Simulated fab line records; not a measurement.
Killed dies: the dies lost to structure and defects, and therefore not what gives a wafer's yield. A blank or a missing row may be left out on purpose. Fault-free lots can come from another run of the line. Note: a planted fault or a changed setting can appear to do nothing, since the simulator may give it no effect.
Split-lot experiment || flow n5-finfet || on a route of 1938 steps: 7 lots, 21 wafers read

== SPLIT DETAILS ==
At N5_HKMG_FIN_COAT_43 (resist thk 90 nm), the setting spin-rpm was moved away from the recipe's 1500 rpm on 6 of the 21 wafers read, by -6.7% to +9.7%. All remaining wafers had this setting at the recipe value.

== FROM THE SPLIT TO THE READING: what the file shows between them, 4 steps ==
- N5_HKMG_FIN_EBR_45
- N5_HKMG_FIN_SOFTBAKE_44: time 60 s
- N5_HKMG_FIN_EXPOSE_46: exposes mask NDIPOLE
- N5_HKMG_FIN_PEB_47: peb time 60 s

== THE READING ==
CAR-ArF_of_HKMG_FIN_COAT_43.thk-nm (the simulator's own value, which no gauge read), in nm, at N5_HKMG_FIN_DEVELOP_48 (develop time 30 s). The file does not state a usual value for it. Across the 15 wafers here that went through the recipe, the average is 88.4 nm and the standard deviation 0.3 nm.

{"wafer": "L074.1", "tool, chamber at the split": "litho-track-01, 0", "spin-rpm as run, rpm": 1645, "against the recipe": "+9.7%", "CAR-ArF_of_HKMG_FIN_COAT_43.thk-nm, nm": 84.2, "against lot-mates on the recipe": -4.2}
{"wafer": "L074.2", "tool, chamber at the split": "litho-track-01, 0", "spin-rpm as run, rpm": 1645, "against the recipe": "+9.7%", "CAR-ArF_of_HKMG_FIN_COAT_43.thk-nm, nm": 83.8, "against lot-mates on the recipe": -4.6}
{"wafer": "L074.3", "tool, chamber at the split": "litho-track-01, 0", "spin-rpm as run, rpm": 1500, "against the recipe": "recipe", "CAR-ArF_of_HKMG_FIN_COAT_43.thk-nm, nm": 88.4, "against lot-mates on the recipe": "-"}
{"wafer": "L076.1", "tool, chamber at the split": "litho-track-01, 0", "spin-rpm as run, rpm": 1579, "against the recipe": "+5.3%", "CAR-ArF_of_HKMG_FIN_COAT_43.thk-nm, nm": 85.6, "against lot-mates on the recipe": -2.6}
{"wafer": "L076.5", "tool, chamber at the split": "litho-track-01, 0", "spin-rpm as run, rpm": 1500, "against the recipe": "recipe", "CAR-ArF_of_HKMG_FIN_COAT_43.thk-nm, nm": 88.2, "against lot-mates on the recipe": "-"}
{"wafer": "L076.6", "tool, chamber at the split": "litho-track-01, 0", "spin-rpm as run, rpm": 1579, "against the recipe": "+5.3%", "CAR-ArF_of_HKMG_FIN_COAT_43.thk-nm, nm": 85.8, "against lot-mates on the recipe": -2.4}
{"wafer": "L080.2", "tool, chamber at the split": "litho-track-04, 0", "spin-rpm as run, rpm": 1500, "against the recipe": "recipe", "CAR-ArF_of_HKMG_FIN_COAT_43.thk-nm, nm": 88.6, "against lot-mates on the recipe": "-"}
{"wafer": "L080.4", "tool, chamber at the split": "litho-track-04, 0", "spin-rpm as run, rpm": 1551, "against the recipe": "+3.4%", "CAR-ArF_of_HKMG_FIN_COAT_43.thk-nm, nm": 87, "against lot-mates on the recipe": -1.4}
{"wafer": "L080.5", "tool, chamber at the split": "litho-track-04, 0", "spin-rpm as run, rpm": 1500, "against the recipe": "recipe", "CAR-ArF_of_HKMG_FIN_COAT_43.thk-nm, nm": 88.2, "against lot-mates on the recipe": "-"}
{"wafer": "L089.2", "tool, chamber at the split": "litho-track-03, 0", "spin-rpm as run, rpm": 1500, "against the recipe": "recipe", "CAR-ArF_of_HKMG_FIN_COAT_43.thk-nm, nm": 88.2, "against lot-mates on the recipe": "-"}
{"wafer": "L089.4", "tool, chamber at the split": "litho-track-03, 0", "spin-rpm as run, rpm": 1500, "against the recipe": "recipe", "CAR-ArF_of_HKMG_FIN_COAT_43.thk-nm, nm": 88, "against lot-mates on the recipe": "-"}
{"wafer": "L089.6", "tool, chamber at the split": "litho-track-03, 0", "spin-rpm as run, rpm": 1500, "against the recipe": "recipe", "CAR-ArF_of_HKMG_FIN_COAT_43.thk-nm, nm": 87.8, "against lot-mates on the recipe": "-"}
{"wafer": "L090.2", "tool, chamber at the split": "litho-track-04, 0", "spin-rpm as run, rpm": 1500, "against the recipe": "recipe", "CAR-ArF_of_HKMG_FIN_COAT_43.thk-nm, nm": 88.6, "against lot-mates on the recipe": "-"}
{"wafer": "L090.3", "tool, chamber at the split": "litho-track-04, 0", "spin-rpm as run, rpm": 1500, "against the recipe": "recipe", "CAR-ArF_of_HKMG_FIN_COAT_43.thk-nm, nm": 88.6, "against lot-mates on the recipe": "-"}
{"wafer": "L090.4", "tool, chamber at the split": "litho-track-04, 0", "spin-rpm as run, rpm": 1500, "against the recipe": "recipe", "CAR-ArF_of_HKMG_FIN_COAT_43.thk-nm, nm": 88.6, "against lot-mates on the recipe": "-"}
{"wafer": "L092.1", "tool, chamber at the split": "litho-track-01, 0", "spin-rpm as run, rpm": 1400, "against the recipe": "-6.7%", "CAR-ArF_of_HKMG_FIN_COAT_43.thk-nm, nm": 91.6, "against lot-mates on the recipe": "+2.8"}
{"wafer": "L092.2", "tool, chamber at the split": "litho-track-01, 0", "spin-rpm as run, rpm": 1500, "against the recipe": "recipe", "CAR-ArF_of_HKMG_FIN_COAT_43.thk-nm, nm": 88.8, "against lot-mates on the recipe": "-"}
{"wafer": "L092.6", "tool, chamber at the split": "litho-track-01, 0", "spin-rpm as run, rpm": 1500, "against the recipe": "recipe", "CAR-ArF_of_HKMG_FIN_COAT_43.thk-nm, nm": 88.8, "against lot-mates on the recipe": "-"}
{"wafer": "L093.2", "tool, chamber at the split": "litho-track-03, 0", "spin-rpm as run, rpm": 1500, "against the recipe": "recipe", "CAR-ArF_of_HKMG_FIN_COAT_43.thk-nm, nm": 88.2, "against lot-mates on the recipe": "-"}
{"wafer": "L093.3", "tool, chamber at the split": "litho-track-03, 0", "spin-rpm as run, rpm": 1500, "against the recipe": "recipe", "CAR-ArF_of_HKMG_FIN_COAT_43.thk-nm, nm": 88, "against lot-mates on the recipe": "-"}
{"wafer": "L093.6", "tool, chamber at the split": "litho-track-03, 0", "spin-rpm as run, rpm": 1500, "against the recipe": "recipe", "CAR-ArF_of_HKMG_FIN_COAT_43.thk-nm, nm": 88.6, "against lot-mates on the recipe": "-"}

FIT RESULTS
A straight line over all 21 wafers: CAR-ArF_of_HKMG_FIN_COAT_43.thk-nm changes by -0.466 nm for each +1% of spin-rpm; r = -0.99; the points scatter about the line by 0.29 nm.
The same after taking each lot's own level away (the mean of its wafers on the recipe; 21 wafers): -0.45 nm for each +1%; r = -1.00; scatter 0.17 nm.
According to that fit, moving spin-rpm by its largest amount changes the reading by 4.4 nm.
Across the lots, their own levels run from 88.00 to 88.80 nm, a range of 2.7 times the standard deviation given above.
Consequently the slope shifts little with the lot-to-lot level, the two slopes agreeing.
Check: with one of the wafers moved furthest among these (+9.7%) left out of the fit, the line predicts -4.45 nm for it against its lot-mates. It came out at -4.2 nm against them.

== THE OTHER SPLITS THESE WAFERS WENT THROUGH ==
These wafers also went through other splits before the reading. Each is held against what the fit with the lots' levels taken away leaves over:
{"other split on the same wafers": "N5_ZERO_LAYER_EXPOSE_08 dose-mj", "wafers away from the commonest value": 4, "r with CAR-ArF_of_HKMG_FIN_COAT_43.thk-nm (lot level and that fit taken away)": "+0.13"}
{"other split on the same wafers": "N5_ZERO_LAYER_DEVELOP_10 develop-time-s", "wafers away from the commonest value": 10, "r with CAR-ArF_of_HKMG_FIN_COAT_43.thk-nm (lot level and that fit taken away)": -0.33}
{"other split on the same wafers": "N5_WELL_APT_EXPOSE_22 dose-mj", "wafers away from the commonest value": 10, "r with CAR-ArF_of_HKMG_FIN_COAT_43.thk-nm (lot level and that fit taken away)": "+0.21"}
{"other split on the same wafers": "N5_WELL_APT_PEB_23 peb-temp-c", "wafers away from the commonest value": 6, "r with CAR-ArF_of_HKMG_FIN_COAT_43.thk-nm (lot level and that fit taken away)": "+0.31"}
{"other split on the same wafers": "N5_FIN_SAQP_FIN_ETCH_36 bias-w", "wafers away from the commonest value": 11, "r with CAR-ArF_of_HKMG_FIN_COAT_43.thk-nm (lot level and that fit taken away)": -0.25}
{"other split on the same wafers": "N5_FIN_CUT_COAT_18 temp-c", "wafers away from the commonest value": 11, "r with CAR-ArF_of_HKMG_FIN_COAT_43.thk-nm (lot level and that fit taken away)": "+0.20"}
{"other split on the same wafers": "N5_DUMMY_GATE_HM_DEP_06 time-s", "wafers away from the commonest value": 12, "r with CAR-ArF_of_HKMG_FIN_COAT_43.thk-nm (lot level and that fit taken away)": -0.02}
{"other split on the same wafers": "N5_SD_EPI_N_PEB_07 peb-time-s", "wafers away from the commonest value": 6, "r with CAR-ArF_of_HKMG_FIN_COAT_43.thk-nm (lot level and that fit taken away)": -0.09}

== THE WHOLE CHAIN: every reading that the file lists as answering this split, in the file's order ==
{"step": "N5_HKMG_FIN_COAT_43", "what it does": "resist thk 90 nm", "reading": "CAR-ArF_of_HKMG_FIN_COAT_43.thk-nm (the simulator's own value, which no gauge read)", "change (the file's fit)": "-0.441 nm for each +1% of the setting", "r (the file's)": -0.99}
{"step": "N5_HKMG_FIN_DEVELOP_48", "what it does": "develop time 30 s", "reading": "CAR-ArF_of_HKMG_FIN_COAT_43.thk-nm (the simulator's own value, which no gauge read)", "change (the file's fit)": "-0.447 nm for each +1% of the setting", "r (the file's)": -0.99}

== THE FILE'S OWN FIT ==
CAR-ArF_of_HKMG_FIN_COAT_43.thk-nm changes by -0.447 nm for each +1% of spin-rpm, r = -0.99.
